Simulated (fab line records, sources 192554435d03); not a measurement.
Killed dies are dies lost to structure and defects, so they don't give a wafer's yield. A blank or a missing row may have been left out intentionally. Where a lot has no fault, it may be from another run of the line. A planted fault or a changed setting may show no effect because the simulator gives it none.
Matching of chambers	flow n5-finfet	N5_BEOL_M6_STRIP_19 on rie-diel-01: 4 sister chambers
The step strips in O2. 18 wafers are shown with their chamber, then 9 later ones without.

WAFERS, EACH WITH ITS CHAMBER
wafer	chamber	showerhead-plenum-p-Torr (Torr)	throttle-valve-pct (%)	oes-product-au (a.u.)
L076.3	3	2.19	16.98	0.70
L076.5	1	2.07	16.69	0.76
L076.6	2	2.17	16.76	0.83
L077.2	2	2.16	16.79	0.81
L077.3	1	2.07	16.70	0.76
L077.4	0	2.02	16.30	0.89
L079.2	1	2.07	16.72	0.76
L079.3	0	2.02	16.30	0.89
L079.6	1	2.07	16.71	0.76
L082.1	2	2.16	16.79	0.81
L082.2	0	2.02	16.34	0.89
L082.3	3	2.19	16.97	0.70
L081.3	2	2.16	16.82	0.80
L081.4	0	2.02	16.30	0.89
L081.6	1	2.06	16.72	0.75
L091.2	0	2.01	16.36	0.84
L091.4	3	2.18	17.03	0.67
L091.6	3	2.18	17.01	0.68

SIGNATURES (averages over the wafers above)
reading	chamber 0	chamber 1	chamber 2	chamber 3	scatter within a chamber
showerhead-plenum-p-Torr	2.0180	2.0680	2.1625	2.1850	0.00489
throttle-valve-pct	16.3200	16.7080	16.7900	16.9975	0.0238
oes-product-au	0.8800	0.7580	0.8125	0.6875	0.0152
Rule: for a wafer and a chamber, the distance is found by dividing, reading by reading, the gap between the wafer's reading and the chamber's mean by the reading's scatter, squaring, summing and taking the root. The wafer belongs to the nearest chamber; if the next one is less than 2 further off, it can't be placed. The scatter is the square root of a quotient: the sum, over the shown wafers, of each reading's squared deviation from its chamber's mean, divided by wafers minus chambers.

WAFERS WITH NO CHAMBER GIVEN
wafer	showerhead-plenum-p-Torr (Torr)	throttle-valve-pct (%)	oes-product-au (a.u.)
L092.2	2.15	16.86	0.80
L092.4	2.18	17.01	0.68
L092.6	2.01	16.34	0.87
L094.1	2.15	16.85	0.78
L094.5	2.06	16.75	0.73
L094.6	2.15	16.85	0.77
L095.1	2.18	17.04	0.68
L095.2	2.01	16.36	0.87
L095.5	2.18	17.03	0.68

CHAMBER TAKEN BY EACH
wafer	from the rows above	in truth
L092.2	2	2
L092.4	3	3
L092.6	0	0
L094.1	2	2
L094.5	1	1
L094.6	2	2
L095.1	3	3
L095.2	0	0
L095.5	3	3
Placed correctly: 9 of 9. Number that these rows cannot place: 0. Wrongly placed: 0.
